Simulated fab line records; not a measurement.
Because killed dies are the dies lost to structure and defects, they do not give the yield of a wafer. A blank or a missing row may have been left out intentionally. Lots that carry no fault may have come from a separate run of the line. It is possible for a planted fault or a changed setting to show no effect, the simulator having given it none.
fab line records -- flow n5_finfet
[record] lots = 4, wafers = 12, last_day = 15
route steps=1938 shown MOL_CONTACT_COAG@558 BEOL_M4@1111 PASSIVATION@1936
lots that met no fault: taken from a fault-free run of the same line
start_h: hours from the record's first day to the start of the lot's first wafer shown -- wait_h: hours from the lot's prior step to this one -- " same as the row above -- L1.1+2: several wafers, shown together as one row -- - no value present, or no start provided -- * or withheld: withheld -- < > ~ a bound
route shown NAME@n: NAME is a module with steps in the file, n the number in the route of the first one -- usual: mean and standard deviation over wafers with no fault -- same: alike in all rows -- chamber/n: place in a boat -- sites: the reading at each site -- _std_site: how widely they spread, as a standard deviation -- _edge_site: mean of outer sites minus mean of inner sites -- radius_mm: how far each site lies from the wafer's centre -- mask NAME#n: copy n -- behind: the tool/chamber that last shaped the wafer -- hold: the reason the lot was held/the length of the hold in hours/how it ended -- device: which transistor (n, p or np) failed to switch -- end of line: the same wafers' tests at the end of the route -- a step with no rows: only its recipe -- killed: the dies lost at the first sort to structure and to defects; this is not the yield of the wafer -- map: per-die view of a wafer (x killed, . not killed, _ where there is no die)
set.NAME: the setting the step ran with; set.NAME@STEP: the setting that earlier step ran with -- model.NAME: the simulator's own value behind a step, which no gauge read
certain route steps with their lots: each step a table, each wafer a row
services: from which hour (start_h, from the record's first day; less than 0 if before it) a tool's chamber was out of use, for how many hours, and why
[[steps]]
[step N5_MOL_CONTACT_COAG_WET_ETCH_116]
[recipe] chemistry = SC1-inhibited, target_depth_nm = 4.6, dry = ipa_marangoni, rinse_time_s = 30, rinse_temp_c = 23
[step N5_MOL_CONTACT_COAG_ALD_27]
[recipe] material = SiOC, target_thk_a = 170, temp_c = 400, ald_precursor_family = carbosiloxane, ald_co_reactant = H2-plasma, pulse_time_s = 1.5, time_s = 2720, purge_time_s = 2, co_reactant_purge_time_s = 2, ald_cycles = 340, pressure_torr = 2
[step N5_MOL_CONTACT_COAG_CMP_28]
[recipe] stop_on = SiNx, t_overpolish_s = 0.85, post_cmp_clean = alkaline_brush, down_force_psi = 4.15, platen_rpm = 51.8, pad_velocity_m_s = 1.0307, target_thk_nm = 14.522
[step N5_MOL_CONTACT_COAG_ALD_123]
[recipe] material = SiNx, target_thk_a = 50, temp_c = 400, ald_precursor_family = SiH2I2, ald_co_reactant = N2/H2-plasma, pulse_time_s = 1, purge_time_s = 2, co_reactant_purge_time_s = 2, ald_cycles = 100, pressure_torr = 2
[step N5_MOL_CONTACT_COAG_PECVD_31]
[recipe] material = SiO2, target_thk_a = 460, temp_c = 400, precursor = TEOS/O2, pressure_torr = 6.5, rf_w = withheld, teos_flow_sccm = withheld, gas = O2, flow_sccm = 2650, time_s = 8.9
[step N5_MOL_CONTACT_COAG_COAT_75]
[recipe] resist = SOC, temp_c = 250, time_s = 60, spin_rpm = 1500, resist_thk_nm = 60
[step N5_MOL_CONTACT_COAG_COAT_76]
[recipe] resist = SiARC, temp_c = 220, time_s = 60, spin_rpm = 1500, resist_thk_nm = 10
[step N5_MOL_CONTACT_COAG_COAT_77]
[recipe] resist = underlayer, temp_c = 205, time_s = 60, spin_rpm = 1500, resist_thk_nm = 10
[step N5_MOL_CONTACT_COAG_COAT_78]
[recipe] resist = CAR-EUV, spin_rpm = 1500, resist_thk_nm = 40
[step N5_MOL_CONTACT_COAG_EBR_80]
[recipe] solvent = PGMEA, ebr_width_mm = 1.5
[step N5_MOL_CONTACT_COAG_SOFTBAKE_79]
[recipe] temp_c = 110, time_s = 60, resist = CAR-EUV
[step N5_MOL_CONTACT_COAG_EXPOSE_81]
[recipe] mask_id = VG, na = 0.33, source_shape = annular, sigma_inner = 0.3, sigma_outer = 0.7, polarization = unpolarized, defocus_nm = 0, dose_mj = 59.5
[usual] reticle_temp_C = 22.99/0.1
lot.wafer,tool,chamber,start_h,wait_h,mask,reticle_temp_C
L329.1,euv_scanner-02,0,111.89,-,VG#0,22.99
L329.3,euv_scanner-02,0,111.89,-,VG#0,22.96
L329.6,euv_scanner-02,0,111.89,-,VG#0,22.87
L338.1,euv_scanner-02,0,172.79,-,VG#0,23.08
L338.2,euv_scanner-02,0,172.79,-,VG#0,23.03
L338.5,euv_scanner-02,0,172.79,-,VG#0,23.12
L340.1,euv_scanner-02,0,175.40,-,VG#0,22.89
L340.2,euv_scanner-02,0,175.40,-,VG#0,22.84
L340.4,euv_scanner-02,0,175.40,-,VG#0,22.90
L343.3,euv_scanner-01,0,194.47,-,VG#0,23.04
L343.5,euv_scanner-01,0,194.47,-,VG#0,22.96
L343.6,euv_scanner-01,0,194.47,-,VG#0,22.93
[step N5_MOL_CONTACT_COAG_PEB_82]
[recipe] peb_temp_c = 100, peb_time_s = 60, resist = CAR-EUV
[step N5_MOL_CONTACT_COAG_DEVELOP_83]
[recipe] develop_time_s = 30, developer = TMAH, resist = CAR-EUV, rinse_liquid = surfactant_rinse, dry = air_spin, dev_temp_c = 23
[step N5_MOL_CONTACT_COAG_CD_MEAS_84]
[recipe] target_cd_nm = 25.1, landing_energy_ev = 500, detector = se_inlens, polarity = opening
[usual] cd_nm = 25.14/0.24
lot.wafer,tool,chamber,start_h,wait_h,cd_nm
L329.1,cd_sem-02,0,112.03,-,25.15
L329.3,cd_sem-02,0,112.03,-,25.33
L329.6,cd_sem-02,0,112.03,-,24.84
L338.1,cd_sem-03,0,172.93,-,9.97
L338.2,cd_sem-03,0,172.93,-,10.28
L338.5,cd_sem-03,0,172.93,-,25.29
L340.1,cd_sem-03,0,175.54,-,9.76
L340.2,cd_sem-03,0,175.54,-,10.43
L340.4,cd_sem-03,0,175.54,-,9.64
L343.3,cd_sem-01,0,194.59,-,25.39
L343.5,cd_sem-01,0,194.59,-,25.03
L343.6,cd_sem-01,0,194.59,-,25.34
[step N5_MOL_CONTACT_COAG_DESCUM_88]
[recipe] chemistry = O2, time_s = 7, source_power_w = 50, bias_power_w = 20, pressure_mtorr = 20, rf_frequency_hz = 2.712e+07, temp_c = 40, resist = CAR-EUV, o2_flow_sccm = 225
[step N5_MOL_CONTACT_COAG_ETCH_89]
[recipe] chemistry = N2/H2, target = underlayer, target_depth_a = 130, mask_material = CAR-EUV, time_s = 10.4, ion_energy_ev = 200, pressure_mtorr = 30, source_w = 840, bias_w = 150, n2_flow_sccm = 200, h2_flow_sccm = 200, ends = cleared
[step N5_MOL_CONTACT_COAG_ETCH_90]
[recipe] chemistry = CF4, target = SiARC, target_depth_a = 130, mask_material = CAR-EUV, time_s = 21.7, ion_energy_ev = 80, pressure_mtorr = 40, source_w = 545, bias_w = 36, Ar_flow_sccm = 100, cf4_flow_sccm = 100, ends = cleared
[step N5_MOL_CONTACT_COAG_ALD_131]
[recipe] material = SiO2, target_thk_a = 50, temp_c = 100, ald_precursor_family = BDEAS, ald_co_reactant = O2-plasma, pulse_time_s = 1, co_reactant_pulse_time_s = 1, purge_time_s = 2, co_reactant_purge_time_s = 2, ald_cycles = 35, pressure_torr = 2
[step N5_MOL_CONTACT_COAG_ETCHBACK_132]
[recipe] chemistry = CHF3, target = SiO2, target_depth_a = 100, time_s = 6.7, ion_energy_ev = 200, pressure_mtorr = 30, source_w = 610, bias_w = 170, Ar_flow_sccm = 200, CHF3_flow_sccm = 50
[step N5_MOL_CONTACT_COAG_ETCH_91]
[recipe] chemistry = N2/H2, target = SOC, target_depth_a = 600, overetch_a = 210, mask_material = SiARC, temp_c = 40, time_s = 101.2, ion_energy_ev = 200, pressure_mtorr = 30, source_w = 840, bias_w = 150, n2_flow_sccm = 200, h2_flow_sccm = 200
[step N5_MOL_CONTACT_COAG_STRIP_92]
[recipe] chemistry = N2/H2, temp_c = 40, n2_flow_sccm = 200, h2_flow_sccm = 200, rf_frequency_hz = 6e+07
[step N5_MOL_CONTACT_COAG_STRIP_93]
[recipe] chemistry = N2/H2, temp_c = 40, n2_flow_sccm = 200, h2_flow_sccm = 200, rf_frequency_hz = 6e+07
[step N5_MOL_CONTACT_COAG_ETCHBACK_135]
[recipe] chemistry = CHF3, target = SiO2, target_depth_a = 250, time_s = 16.7, ion_energy_ev = 200, pressure_mtorr = 30, source_w = 610, bias_w = 170, Ar_flow_sccm = 200, CHF3_flow_sccm = 50
[step N5_MOL_CONTACT_COAG_STRIP_118]
[recipe] chemistry = CHF3, resist = SiARC, rf_frequency_hz = 6e+07
[step N5_MOL_CONTACT_COAG_VIA_ETCH_46]
[recipe] chemistry = C4F6/O2, target_depth_a = 460, overetch_a = 92, mask_material = SOC, target = SiO2, bias_w = 455, pressure_mtorr = 10, time_s = 40, source_w = 325, Ar_flow_sccm = 300, C4F6_flow_sccm = 10, O2_flow_sccm = 10, ion_energy_ev = 575.3, ends = end_point
[step N5_MOL_CONTACT_COAG_STRIP_96]
[recipe] chemistry = N2/H2, power_w = 500, temp_c = 40, pressure_mtorr = 50, rf_frequency_hz = 6e+07, overash_fraction = 0.3, bias_power_w = 28, h2_frac = 0.5, n2_flow_sccm = 300, h2_flow_sccm = 300
[step N5_MOL_CONTACT_COAG_ETCH_47]
[recipe] chemistry = CH3F/O2, target = SiNx, target_depth_a = 270, mask_material = SiO2, stop_on = W, over_etch_frac = 0.2, ion_energy_ev = 120, endpoint = OES-CN, pressure_mtorr = 30, source_w = 395, bias_w = 73, Ar_flow_sccm = 150, CH3F_flow_sccm = 30, O2_flow_sccm = 20, ends = end_point
[step N5_MOL_CONTACT_COAG_STRIP_119]
[recipe] chemistry = N2/H2, time_s = 30, power_w = 1000, temp_c = 250, pressure_mtorr = withheld, n2_flow_sccm = 1750, h2_flow_sccm = 3250
[step N5_MOL_CONTACT_COAG_PRECLEAN_144]
[recipe] chemistry = alkaline_clean, temp_c = 60, time_s = 60, do_ppb = 50
[step N5_MOL_CONTACT_COAG_SRD_145]
[recipe] dry = ipa_marangoni, time_s = 30, temp_c = 23, rinse_liquid = diw
[step N5_MOL_CONTACT_COAG_CD_MEAS_137]
[recipe] target_cd_nm = 16
[usual] cd_nm = 15.96/0.28
lot.wafer,tool,chamber,start_h,wait_h,cd_nm
L329.1,cd_sem-01,-,113.26,0.0,15.44
L329.3,cd_sem-01,-,113.26,0.0,15.88
L329.6,cd_sem-01,-,113.26,0.0,14.84
L338.1,cd_sem-02,-,173.97,0.0,0.53
L338.2,cd_sem-02,-,173.97,0.0,0.17
L338.5,cd_sem-02,-,173.97,0.0,16.30
L340.1,cd_sem-01,-,176.47,0.0,0
L340.2,cd_sem-01,-,176.47,0.0,1.54
L340.4,cd_sem-01,-,176.47,0.0,0.13
L343.3,cd_sem-02,-,195.56,0.0,15.86
L343.5,cd_sem-02,-,195.56,0.0,16.04
L343.6,cd_sem-02,-,195.56,0.0,15.89
[step N5_MOL_CONTACT_COAG_COAT_62]
[recipe] resist = SOC, temp_c = 250, time_s = 60, spin_rpm = 1500, resist_thk_nm = 60
[step N5_MOL_CONTACT_COAG_COAT_63]
[recipe] resist = SiARC, temp_c = 220, time_s = 60, spin_rpm = 1500, resist_thk_nm = 10
[step N5_MOL_CONTACT_COAG_COAT_64]
[recipe] resist = underlayer, temp_c = 205, time_s = 60, spin_rpm = 1500, resist_thk_nm = 10
[step N5_MOL_CONTACT_COAG_COAT_34]
[recipe] resist = CAR-EUV, spin_rpm = 1500, resist_thk_nm = 40
[step N5_MOL_CONTACT_COAG_EBR_36]
[recipe] solvent = PGMEA, ebr_width_mm = 1.5
[step N5_MOL_CONTACT_COAG_SOFTBAKE_35]
[recipe] temp_c = 110, time_s = 60, resist = CAR-EUV
[step N5_MOL_CONTACT_COAG_EXPOSE_37]
[recipe] mask_id = VD, na = 0.33, source_shape = annular, sigma_inner = 0.3, sigma_outer = 0.7, polarization = unpolarized, defocus_nm = 0, dose_mj = 62
[step N5_BEOL_M4_RC_MEAS_101]
[usual] DIBL_N = 36.1/1.3, DIBL_P = 36.1/1.7, IOFF_N = 0.154/0.022, IOFF_P = 0.201/0.024, ION_N = 675/8.9, ION_P = 462/5.9, SS_N = 71.5/0.49, SS_P = 73.3/0.58, VT_N = 250.0/2.7, VT_P = -251.3/2.7
lot.wafer,tool,chamber,start_h,wait_h,DIBL_N[mV/V],DIBL_P[mV/V],IOFF_N[nA/um],IOFF_P[nA/um],ION_N[uA/um],ION_P[uA/um],SS_N[mV/dec],SS_P[mV/dec],VT_N[mV],VT_P[mV]
L329.1,prober-01,0,170.42,0.0,36.1,36.9,0.149,0.171,676,454,72.0,73.6,247.8,-256.8
L329.3,prober-01,0,170.42,0.0,37.2,37.3,0.167,0.182,674,451,72.5,73.9,250.6,-255.5
L329.6,prober-01,0,170.42,0.0,37.5,37.9,0.170,0.193,677,451,71.6,74.0,251.1,-255.5
L338.5,prober-02,0,260.17,0.6,34.7,35.1,0.138,0.193,675,464,71.1,72.3,250.6,-251.3
L343.3,prober-01,0,263.21,0.3,37.4,39.3,0.179,0.223,669,462,72.0,74.1,250.0,-251.3
L343.5,prober-01,0,263.21,0.3,37.8,39.5,0.182,0.234,672,458,72.1,73.9,249.1,-248.8
L343.6,prober-01,0,263.21,0.3,37.1,38.9,0.172,0.217,679,462,71.7,73.5,251.0,-253.8
[step N5_PASSIVATION_PROBE_49]
[usual] defect_limited_yield = 90.9/1.3, killed_at_M0_to_M3 = 35/10, killed_at_M4_up = 15/5.7, killed_at_contacts = 14/6.4, killed_at_front_end = 40/11, killed_at_other = 4/3.1, killed_dies = 108/16, killed_on_rim = 14/3.6, killed_open = 71/11, killed_short = 34/7.7, sort_bin_5_function = 5.4/0.9, sort_bin_6_memory = 3.4/0.61, sort_n_pass = 1072/16, sort_yield_pct = 90.9/1.3
[same] gross_dies = 1180, killed_at_back_side = 0, sort_bin_4_leakage[%] = 0, sort_bin_8_speed[%] = 0
lot.wafer,tool,chamber,start_h,wait_h,defect_limited_yield[%],killed_at_M0_to_M3,killed_at_M4_up,killed_at_contacts,killed_at_front_end,killed_at_other,killed_dies,killed_on_rim,killed_open,killed_short,sort_bin_5_function[%],sort_bin_6_memory[%],sort_n_pass,sort_yield_pct[%]
L340.1,prober-01,-,364.16,0.0,0,48,16,1072,44,0,1180,152,75,36,38.6,3.1,0,0
L340.2,prober-01,-,364.21,0.1,0,26,15,1085,46,8,1180,152,64,36,36.9,2.8,0,0
L340.4,prober-01,-,364.31,0.2,0,36,10,1087,42,5,1180,152,72,29,35.9,2.7,0,0
L338.1,prober-02,-,370.53,0.0,0,26,16,1065,66,7,1180,152,92,41,36.8,4.5,0,0
L338.2,prober-02,-,370.58,0.1,0,37,14,1083,42,4,1180,152,78,33,34.7,3.6,0,0
L338.5,prober-02,-,370.73,0.2,92.5,30,9,7,38,5,89,11,62,24,3.4,3.9,1091,92.5
// killed by level:class
L340.1 MOL_CONTACT_COAG:area_expose=1062 BEOL_M0_SAQP:geometric_particle:open=22 FIN_SAQP:geometric_particle:open=13 BEOL_M0_SAQP:geometric_particle:short=13 MOL_CONTACT_COAG:geometric_particle:open=7 HKMG_FIN:area_etch=7 STI_FIN_REVEAL:geometric_particle:open=6 BEOL_M4:geometric_particle:open=6
L340.2 MOL_CONTACT_COAG:area_expose=1080 FIN_SAQP:geometric_particle:open=13 FIN_SAQP:geometric_particle:short=10 BEOL_M0_SAQP:geometric_particle:open=7 BEOL_M3:geometric_particle:open=6 MOL_CONTACT_COAG:geometric_particle:open=5 BEOL_M4:geometric_particle:open=5 SPACER0:geometric_particle:short=4
L340.4 MOL_CONTACT_COAG:area_expose=1079 STI_FIN_REVEAL:geometric_particle:open=10 BEOL_M3:geometric_particle:open=10 BEOL_M2:geometric_particle:open=8 FIN_SAQP:geometric_particle:open=7 BEOL_M0_SAQP:geometric_particle:open=7 FIN_SAQP:geometric_particle:short=6 MOL_CONTACT_COAG:geometric_particle:open=5
L338.1 MOL_CONTACT_COAG:area_expose=1046 FIN_SAQP:geometric_particle:open=21 MOL_CONTACT_COAG:geometric_particle:open=14 STI_FIN_REVEAL:geometric_particle:open=13 FIN_SAQP:geometric_particle:short=9 BEOL_M4:geometric_particle:open=8 BEOL_M3:geometric_particle:short=7 MOL_CONTACT_COAG:geometric_particle:short=5
L338.2 MOL_CONTACT_COAG:area_expose=1069 MOL_CONTACT_COAG:geometric_particle:open=12 FIN_SAQP:geometric_particle:open=10 STI_FIN_REVEAL:geometric_particle:open=10 BEOL_M0_SAQP:geometric_particle:open=9 BEOL_M0_SAQP:geometric_particle:short=8 FIN_SAQP:geometric_particle:short=7 BEOL_M4:geometric_particle:open=7
L338.5 STI_FIN_REVEAL:geometric_particle:open=14 BEOL_M3:geometric_particle:open=10 FIN_SAQP:geometric_particle:short=7 MOL_CONTACT_COAG:geometric_particle:open=7 BEOL_M2:geometric_particle:open=4 STARTING-WAFER:geometric_particle:open=4 FIN_SAQP:geometric_particle:open=3 BEOL_M2:geometric_particle:short=3
// map L338.1 (x killed, . not)
_________________xxxxxxxxxxxx________________
______________xxxxxxxxxxxxxxxxxx_____________
___________xxxxxxxxxxxxxxxxxxxxxxxx__________
__________xxxxxxxxxxxxxxxxxxxxxxxxxx_________
________xxxxxxxxxxxxxxxxxxxxxxxxxxxxxx_______
_______xxxxxxxxxxxxxxxxxxxxxxxxxxxxxxxx______
______xxxxxxxxxxxxxxxxxxxxxxxxxxxxxxxxxx_____
_____xxxxxxxxxxxxxxxxxxxxxxxxxxxxxxxxxxxx____
____xxxxxxxxxxxxxxxxxxxxxxxxxxxxxxxxxxxxxx___
___xxxxxxxxxxxxxxxxxxxxxxxxxxxxxxxxxxxxxxxx__
___xxxxxxxxxxxxxxxxxxxxxxxxxxxxxxxxxxxxxxxx__
__xxxxxxxxxxxxxxxxxxxxxxxxxxxxxxxxxxxxxxxxxx_
__xxxxxxxxxxxxxxxxxxxxxxxxxxxxxxxxxxxxxxxxxx_
_xxxxxxxxxxxxxxxxxxxxxxxxxxxxxxxxxxxxxxxxxxxx
_xxxxxxxxxxxxxxxxxxxxxxxxxxxxxxxxxxxxxxxxxxxx
_xxxxxxxxxxxxxxxxxxxxxxxxxxxxxxxxxxxxxxxxxxxx
_xxxxxxxxxxxxxxxxxxxxxxxxxxxxxxxxxxxxxxxxxxxx
_xxxxxxxxxxxxxxxxxxxxxxxxxxxxxxxxxxxxxxxxxxxx
_xxxxxxxxxxxxxxxxxxxxxxxxxxxxxxxxxxxxxxxxxxxx
_xxxxxxxxxxxxxxxxxxxxxxxxxxxxxxxxxxxxxxxxxxxx
_xxxxxxxxxxxxxxxxxxxxxxxxxxxxxxxxxxxxxxxxxxxx
__xxxxxxxxxxxxxxxxxxxxxxxxxxxxxxxxxxxxxxxxxx_
__xxxxxxxxxxxxxxxxxxxxxxxxxxxxxxxxxxxxxxxxxx_
___xxxxxxxxxxxxxxxxxxxxxxxxxxxxxxxxxxxxxxxx__
___xxxxxxxxxxxxxxxxxxxxxxxxxxxxxxxxxxxxxxxx__
____xxxxxxxxxxxxxxxxxxxxxxxxxxxxxxxxxxxxxx___
_____xxxxxxxxxxxxxxxxxxxxxxxxxxxxxxxxxxxx____
______xxxxxxxxxxxxxxxxxxxxxxxxxxxxxxxxxx_____
_______xxxxxxxxxxxxxxxxxxxxxxxxxxxxxxxx______
________xxxxxxxxxxxxxxxxxxxxxxxxxxxxxx_______
__________xxxxxxxxxxxxxxxxxxxxxxxxxx_________
___________xxxxxxxxxxxxxxxxxxxxxxxx__________
______________xxxxxxxxxxxxxxxxxx_____________
_________________xxxxxxxxxxxx________________
// map L340.1 (x killed, . not)
_________________xxxxxxxxxxxx________________
______________xxxxxxxxxxxxxxxxxx_____________
___________xxxxxxxxxxxxxxxxxxxxxxxx__________
__________xxxxxxxxxxxxxxxxxxxxxxxxxx_________
________xxxxxxxxxxxxxxxxxxxxxxxxxxxxxx_______
_______xxxxxxxxxxxxxxxxxxxxxxxxxxxxxxxx______
______xxxxxxxxxxxxxxxxxxxxxxxxxxxxxxxxxx_____
_____xxxxxxxxxxxxxxxxxxxxxxxxxxxxxxxxxxxx____
____xxxxxxxxxxxxxxxxxxxxxxxxxxxxxxxxxxxxxx___
___xxxxxxxxxxxxxxxxxxxxxxxxxxxxxxxxxxxxxxxx__
___xxxxxxxxxxxxxxxxxxxxxxxxxxxxxxxxxxxxxxxx__
__xxxxxxxxxxxxxxxxxxxxxxxxxxxxxxxxxxxxxxxxxx_
__xxxxxxxxxxxxxxxxxxxxxxxxxxxxxxxxxxxxxxxxxx_
_xxxxxxxxxxxxxxxxxxxxxxxxxxxxxxxxxxxxxxxxxxxx
_xxxxxxxxxxxxxxxxxxxxxxxxxxxxxxxxxxxxxxxxxxxx
_xxxxxxxxxxxxxxxxxxxxxxxxxxxxxxxxxxxxxxxxxxxx
_xxxxxxxxxxxxxxxxxxxxxxxxxxxxxxxxxxxxxxxxxxxx
_xxxxxxxxxxxxxxxxxxxxxxxxxxxxxxxxxxxxxxxxxxxx
_xxxxxxxxxxxxxxxxxxxxxxxxxxxxxxxxxxxxxxxxxxxx
_xxxxxxxxxxxxxxxxxxxxxxxxxxxxxxxxxxxxxxxxxxxx
_xxxxxxxxxxxxxxxxxxxxxxxxxxxxxxxxxxxxxxxxxxxx
__xxxxxxxxxxxxxxxxxxxxxxxxxxxxxxxxxxxxxxxxxx_
__xxxxxxxxxxxxxxxxxxxxxxxxxxxxxxxxxxxxxxxxxx_
___xxxxxxxxxxxxxxxxxxxxxxxxxxxxxxxxxxxxxxxx__
___xxxxxxxxxxxxxxxxxxxxxxxxxxxxxxxxxxxxxxxx__
____xxxxxxxxxxxxxxxxxxxxxxxxxxxxxxxxxxxxxx___
_____xxxxxxxxxxxxxxxxxxxxxxxxxxxxxxxxxxxx____
______xxxxxxxxxxxxxxxxxxxxxxxxxxxxxxxxxx_____
_______xxxxxxxxxxxxxxxxxxxxxxxxxxxxxxxx______
________xxxxxxxxxxxxxxxxxxxxxxxxxxxxxx_______
__________xxxxxxxxxxxxxxxxxxxxxxxxxx_________
___________xxxxxxxxxxxxxxxxxxxxxxxx__________
______________xxxxxxxxxxxxxxxxxx_____________
_________________xxxxxxxxxxxx________________
[[services]]
tool,chamber,start_h,hours,kind
euv_scanner-02,-,107.57,1.0,pm
euv_scanner-01,0,112.53,-,calibration
euv_scanner-02,-,120.18,10.6,repair
euv_scanner-01,-,132.06,0.6,repair
euv_scanner-01,-,133.57,2.2,repair
euv_scanner-01,-,141.54,1.0,pm
euv_scanner-01,-,159.56,5.8,pm
euv_scanner-02,-,165.34,1.0,pm
euv_scanner-02,-,190.97,4.6,pm
[[key]]
[first_sign] step = N5_MOL_CONTACT_COAG_CD_MEAS_84, reading = cd_nm, direction = down, sigmas = 62, usual = 25.14, struck = 10.02
[effect] step = N5_MOL_CONTACT_COAG_CD_MEAS_137, reading = cd_nm, direction = down, sigmas = 55, usual = 15.96, struck = 0.47
[effect] step = N5_PASSIVATION_PROBE_49, reading = killed_at_contacts, direction = up, sigmas = 99+, usual = 14, struck = 1078
[more_kills_born_at] N5_MOL_CONTACT_COAG_EXPOSE_81@euv_scanner-02 = 5336
met_at N5_MOL_CONTACT_COAG_EXPOSE_81
struck_wafers L338.1,L338.2,L340.1,L340.2,L340.4
later_rows_left_out L338.1,L338.2,L340.1,L340.2,L340.4
onset_between 111.89 172.79
[fault] kind = process_parameter_drift, tool = euv_scanner-02, chamber = -, onset_h = 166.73, steps = N5_MOL_CONTACT_COAG_EXPOSE_81, channel = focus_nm, offset = 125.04, shape = step, end_h = 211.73, scope = struck_wafers_only
// later_rows_left_out: the simulator's readings of these wafers behind a module that went badly wrong aren't trusted and aren't shown, but for the sort
